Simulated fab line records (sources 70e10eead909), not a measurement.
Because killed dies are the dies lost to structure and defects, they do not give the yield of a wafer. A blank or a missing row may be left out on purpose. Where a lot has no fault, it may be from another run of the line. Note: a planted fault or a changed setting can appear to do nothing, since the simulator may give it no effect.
fab line records    flow nand_harc
[record] lots = 13  wafers = 39  last_day = 33
route steps=1302 shown A_CONTACT@1051
lots untouched by any fault: they come from a run of this same line in which no faults occurred
start_h: hours from the record's opening day to when the first of the lot's shown wafers began    wait_h: hours elapsed since this lot's preceding step    " unchanged from the row above    L1.1+2: several wafers, shown together as one row    - value missing, or start not given    * or withheld: withheld    < > ~ a bound
route shown NAME@n: names a module that has steps shown in the file, with the first one's number in the route    usual: average and standard deviation across the fault-free wafers    same: alike in all rows    chamber/n: place in a boat    sites: per-site readings    _std_site: how widely they spread, as a standard deviation    _edge_site: mean of outer sites minus mean of inner sites    radius_mm: how far each site lies from the wafer's centre    mask NAME#n: copy n    behind: the last tool/chamber to shape the wafer    hold: reason for holding the lot/hours on hold/outcome of the hold    device: the n, p or np transistor that did not switch    end of line: the route-end tests of the same wafers    a step given without rows: its recipe and nothing more    killed: at the first sort, the dies lost to defects and structure; wafer yield is something else    map: per-die view of a wafer (x killed, . not killed, _ where there is no die)
set.NAME: the setting the step ran with; set.NAME@STEP: the setting that earlier step ran with    model.NAME: the simulator's own value behind a step, which no gauge read
the route's steps for a sample of lots (tables are steps, rows are wafers)
services: when a tool's chamber went out of use (start_h, in hours from the record's first day, below 0 if earlier), for how many hours, and the reason
[[steps]]
[step NHARC_A_CONTACT_ETCH_128]
[recipe] source_w = withheld  pressure_mtorr = 20  bias_v = 3000  time_s = 197  target_depth_a = 19180  ar_flow_sccm = withheld  c4f8_flow_sccm = withheld  o2_flow_sccm = withheld  chemistry = C4F8/O2/Ar
lot.wafer  tool             chamber  start_h  wait_h  rf_hours_counter_h
L790.1     har_cap_etch-01  0        529.00   0.1     4
L790.2     "                1        "        "       4
L790.6     "                0        "        "       -
L789.3     har_cap_etch-03  1        529.71   0.1     -
L789.4     "                0        "        "       -
L789.6     "                1        "        "       -
L792.4     har_cap_etch-01  0        541.50   0.1     -
L792.3     "                1        "        "       -
L792.5     "                1        "        "       -
L799.2     har_cap_etch-01  0        600.71   0.1     16
L799.6     "                1        "        "       -
L799.5     "                0        "        "       -
L798.2     har_cap_etch-02  0        603.49   0.1     104
L798.4     "                0        "        "       -
L798.6     "                1        "        "       -
L797.3     har_cap_etch-01  0        614.83   0.1     -
L797.4     "                1        "        "       -
L797.6     "                1        "        "       -
L805.1     har_cap_etch-01  0        658.13   0.1     27
L805.2     "                1        "        "       27
L805.4     "                0        "        "       -
L802.3     har_cap_etch-03  0        663.86   0.1     -
L802.4     "                1        "        "       -
L802.5     "                0        "        "       -
L806.1     har_cap_etch-03  0        685.66   0.2     74
L806.3     "                1        "        "       -
L806.5     "                0        "        "       -
L807.4     har_cap_etch-01  0        696.66   0.1     -
L807.5     "                0        "        "       -
L807.6     "                1        "        "       -
L808.2     har_cap_etch-02  1        699.80   0.1     123
L808.1     "                0        "        "       123
L808.3     "                1        "        "       -
L809.1     har_cap_etch-01  1        713.96   0.1     37
L809.4     "                0        "        "       -
L809.6     "                0        "        "       -
L811.2     har_cap_etch-02  1        729.62   0.1     128
L811.3     "                1        "        "       -
L811.5     "                0        "        "       -
[step NHARC_A_CONTACT_SOFTBAKE_03]
[recipe] temp_c = 105  time_s = 55
[usual] heater_power_total_W = 188.45/0.14
lot.wafer  tool            chamber  start_h  wait_h  heater_power_total_W
L790.1     litho_track-04  0        537      -       188.73
L790.2     "               0        "        "       188.46
L790.6     "               0        "        "       188.23
L789.3     litho_track-04  0        539      -       188.78
L789.4     "               0        "        "       188.49
L789.6     "               0        "        "       188.37
L792.3     litho_track-04  0        548      -       188.53
L792.4     "               0        "        "       188.32
L792.5     "               0        "        "       188.38
L799.2     litho_track-01  0        608      -       188.67
L799.5     "               0        "        "       188.45
L799.6     "               0        "        "       188.41
L798.2     litho_track-04  0        610      -       222.72
L798.4     "               0        "        "       222.46
L798.6     "               0        "        "       222.41
L797.3     litho_track-04  0        622      -       222.49
L797.4     "               0        "        "       222.79
L797.6     "               0        "        "       222.58
L805.1     litho_track-01  0        663      -       188.40
L805.2     "               0        "        "       188.31
L805.4     "               0        "        "       188.49
L802.3     litho_track-06  0        676      -       188.64
L802.4     "               0        "        "       188.36
L802.5     "               0        "        "       188.27
L806.1     litho_track-04  0        690      -       188.66
L806.3     "               0        "        "       188.76
L806.5     "               0        "        "       188.45
L807.4     litho_track-04  0        702      -       188.70
L807.5     "               0        "        "       188.61
L807.6     "               0        "        "       188.73
L808.1     litho_track-04  0        704      -       188.33
L808.2     "               0        "        "       188.51
L808.3     "               0        "        "       188.42
L809.1     litho_track-01  0        718      -       188.47
L809.4     "               0        "        "       188.39
L809.6     "               0        "        "       188.39
L811.2     litho_track-04  0        737      -       188.42
L811.3     "               0        "        "       188.41
L811.5     "               0        "        "       188.65
[step NHARC_A_CONTACT_CD_MEAS_08]
[recipe] target_cd_nm = 200  landing_energy_ev = 500
[usual] cd_nm = 199.7/0.67
[same] landing_energy_ev = 500
lot.wafer  tool       chamber  start_h  wait_h  cd_nm
L790.1     cd_sem-02  0        538.03   -       199.8
L790.2     "          0        "        "       198.9
L790.6     "          0        "        "       198.4
L789.3     cd_sem-01  0        539.40   -       199.1
L789.4     "          0        "        "       200.2
L789.6     "          0        "        "       199.4
L792.3     cd_sem-01  0        548.56   -       200.3
L792.4     "          0        "        "       199.3
L792.5     "          0        "        "       199.5
L799.2     cd_sem-03  0        608.84   -       199.9
L799.5     "          0        "        "       200.1
L799.6     "          0        "        "       200.1
L798.2     cd_sem-01  0        611.36   -       200.3
L798.4     "          0        "        "       199.3
L798.6     "          0        "        "       199.9
L797.3     cd_sem-03  0        622.76   -       199.8
L797.4     "          0        "        "       200.0
L797.6     "          0        "        "       199.2
L805.1     cd_sem-02  0        663.47   -       199.1
L805.2     "          0        "        "       199.7
L805.4     "          0        "        "       198.4
L802.3     cd_sem-03  0        676.59   -       199.1
L802.4     "          0        "        "       199.8
L802.5     "          0        "        "       200.0
L806.1     cd_sem-03  0        690.80   -       198.5
L806.3     "          0        "        "       199.4
L806.5     "          0        "        "       198.8
L807.4     cd_sem-01  0        702.90   -       198.9
L807.5     "          0        "        "       198.8
L807.6     "          0        "        "       199.1
L808.1     cd_sem-01  0        705.10   -       200.7
L808.2     "          0        "        "       200.7
L808.3     "          0        "        "       200.3
L809.1     cd_sem-02  0        719.11   -       199.6
L809.4     "          0        "        "       199.1
L809.6     "          0        "        "       200.5
L811.2     cd_sem-02  0        737.81   -       200.6
L811.3     "          0        "        "       200.9
L811.5     "          0        "        "       200.4
[step NHARC_A_CONTACT_DESCUM_13]
[recipe] time_s = 3  o2_flow_sccm = 200  ar_flow_sccm = 0  bias_power_w = 0  chemistry = O2
[usual] drypump_motor_current_A = 5.71/0.17  oes_product_au = 1.002/0.011  rf_vpp_V = 57.5/0.95  showerhead_plenum_p_Torr = 1.85/0.085  throttle_valve_pct = 11.311/0.0088
[same] bias_power_w = 0
lot.wafer  tool         chamber  start_h  wait_h  drypump_motor_current_A  oes_product_au  rf_hours_counter_h  rf_vpp_V  showerhead_plenum_p_Torr  throttle_valve_pct
L790.1     rie_diel-10  1        538.23   0.1     5.67                     1.010           17                  59.0      1.97                      11.317
L790.2     "            2        "        "       5.88                     1.019           19                  57.8      1.77                      11.310
L790.6     "            1        "        "       5.63                     1.012           -                   59.3      1.97                      11.299
L789.3     rie_diel-10  3        539.60   0.1     5.80                     1.005           19                  55.6      1.82                      11.309
L789.4     "            0        "        "       5.63                     1.014           18                  56.2      1.81                      11.292
L789.6     "            2        "        "       5.88                     1.011           -                   57.5      1.77                      11.313
L792.3     rie_diel-10  1        548.74   0.1     5.62                     1.008           21                  58.8      1.97                      11.325
L792.4     "            2        "        "       5.88                     1.014           22                  56.6      1.77                      11.326
L792.5     "            0        "        "       5.63                     1.014           -                   56.9      1.81                      11.312
L799.2     rie_diel-10  0        609.03   0.1     5.64                     1.007           0                   57.7      1.80                      11.312
L799.6     "            3        "        "       5.82                     1.000           -                   57.9      1.82                      11.319
L799.5     "            0        "        "       5.56                     1.006           -                   59.0      1.80                      11.307
L798.2     rie_diel-10  2        611.56   0.1     5.84                     0.972           1                   58.9      1.77                      11.320
L798.4     "            3        "        "       5.82                     1.001           1                   56.6      1.82                      11.306
L798.6     "            0        "        "       5.59                     0.998           -                   56.7      1.80                      11.310
L797.4     rie_diel-10  1        622.95   0.1     5.61                     0.989           2                   58.8      1.97                      11.310
L797.3     "            3        "        "       5.81                     1.001           3                   57.4      1.82                      11.290
L797.6     "            1        "        "       5.61                     0.984           -                   57.9      1.97                      11.316
L805.2     rie_diel-07  0        663.65   0.1     5.12                     0.998           1                   57.4      1.87                      11.300
L805.4     "            1        "        "       6.03                     0.998           1                   57.3      1.87                      11.311
L805.1     "            2        "        "       5.66                     1.004           2                   57.6      2.08                      11.305
L802.4     rie_diel-10  0        676.79   0.1     5.65                     1.000           13                  56.3      1.80                      11.322
L802.3     "            1        "        "       5.62                     0.986           13                  58.0      1.96                      11.304
L802.5     "            0        "        "       5.63                     0.998           -                   56.0      1.80                      11.313
L806.1     rie_diel-07  3        690.99   0.1     5.86                     1.013           10                  57.6      1.95                      11.316
L806.3     "            1        "        "       6.06                     1.008           11                  56.9      1.87                      11.309
L806.5     "            0        "        "       5.10                     1.001           -                   57.4      1.87                      11.308
L807.5     rie_diel-10  0        703.11   0.1     5.63                     0.998           -                   58.4      1.80                      11.313
L807.4     "            1        "        "       5.61                     0.987           -                   57.5      1.96                      11.312
L807.6     "            2        "        "       5.87                     0.987           -                   57.5      1.76                      11.296
L808.2     rie_diel-07  2        705.28   0.1     5.64                     0.995           15                  59.6      2.07                      11.305
L808.3     "            3        "        "       5.85                     1.008           12                  59.0      1.95                      11.324
L808.1     "            1        "        "       6.01                     1.003           14                  56.9      1.87                      11.315
L809.1     rie_diel-10  3        719.30   0.1     5.82                     0.998           22                  57.0      1.81                      11.309
L809.4     "            0        "        "       5.61                     0.988           21                  56.2      1.80                      11.308
L809.6     "            3        "        "       5.82                     0.996           -                   57.7      1.81                      11.296
L811.3     rie_diel-10  0        737.99   0.1     5.64                     0.993           25                  58.4      1.80                      11.321
L811.2     "            3        "        "       5.81                     0.995           25                  57.1      1.81                      11.313
L811.5     "            1        "        "       5.62                     0.975           -                   59.4      1.96                      11.310
[[services]]
tool             chamber  start_h  hours  kind
litho_track-01   -        505.00   7.0    pm
har_cap_etch-02  -        522.58   0.5    repair
rie_diel-10      0        526.96   -      clean
rie_diel-10      1        526.96   -      clean
rie_diel-10      2        526.96   -      clean
rie_diel-10      3        526.96   -      clean
litho_track-06   -        529.00   7.0    pm
rie_diel-10      -        542.03   2.6    repair
rie_diel-10      0        551.54   -      clean
rie_diel-10      1        551.54   -      clean
rie_diel-10      2        551.54   -      clean
rie_diel-10      3        551.54   -      clean
litho_track-04   -        553.00   7.0    pm
rie_diel-10      0        576.04   -      clean
rie_diel-10      1        576.04   -      clean
rie_diel-10      2        576.04   -      clean
rie_diel-10      -        596.96   9.0    pm
rie_diel-07      -        649.89   9.0    pm
har_cap_etch-02  -        663.10   0.2    repair
litho_track-01   -        680.00   7.0    pm
rie_diel-10      3        702.51   7.9    repair
litho_track-06   -        704.00   7.0    pm
rie_diel-10      0        709.55   4.3    repair
litho_track-04   -        728.00   7.0    pm
[[key]]
[first_sign] step = NHARC_A_CONTACT_SOFTBAKE_03  reading = heater_power_total_W  direction = up  sigmas = 99+  usual = *  struck = *
effect none on later readings
met_at NHARC_A_CONTACT_SOFTBAKE_03
struck_lots L797,L798
tester_left_out L797,L798
not_acting_at NHARC_A_CONTACT_ETCH_128,NHARC_A_CONTACT_CD_MEAS_08,NHARC_A_CONTACT_DESCUM_13
onset_between 548 610
[fault] kind = process_parameter_drift  tool = litho_track-04  chamber = -  onset_h = 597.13  steps = NHARC_A_CONTACT_SOFTBAKE_03  channel = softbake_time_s  offset = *  shape = step  end_h = 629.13  acts_in = *  stated = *
// tester_left_out: of these lots the tester's yield and bins aren't shown, on N5 and GAA mostly nor the transistor test; their killed dies are dies lost to structure and defects alone, not to doping, threshold or leakage, so they don't give the yield
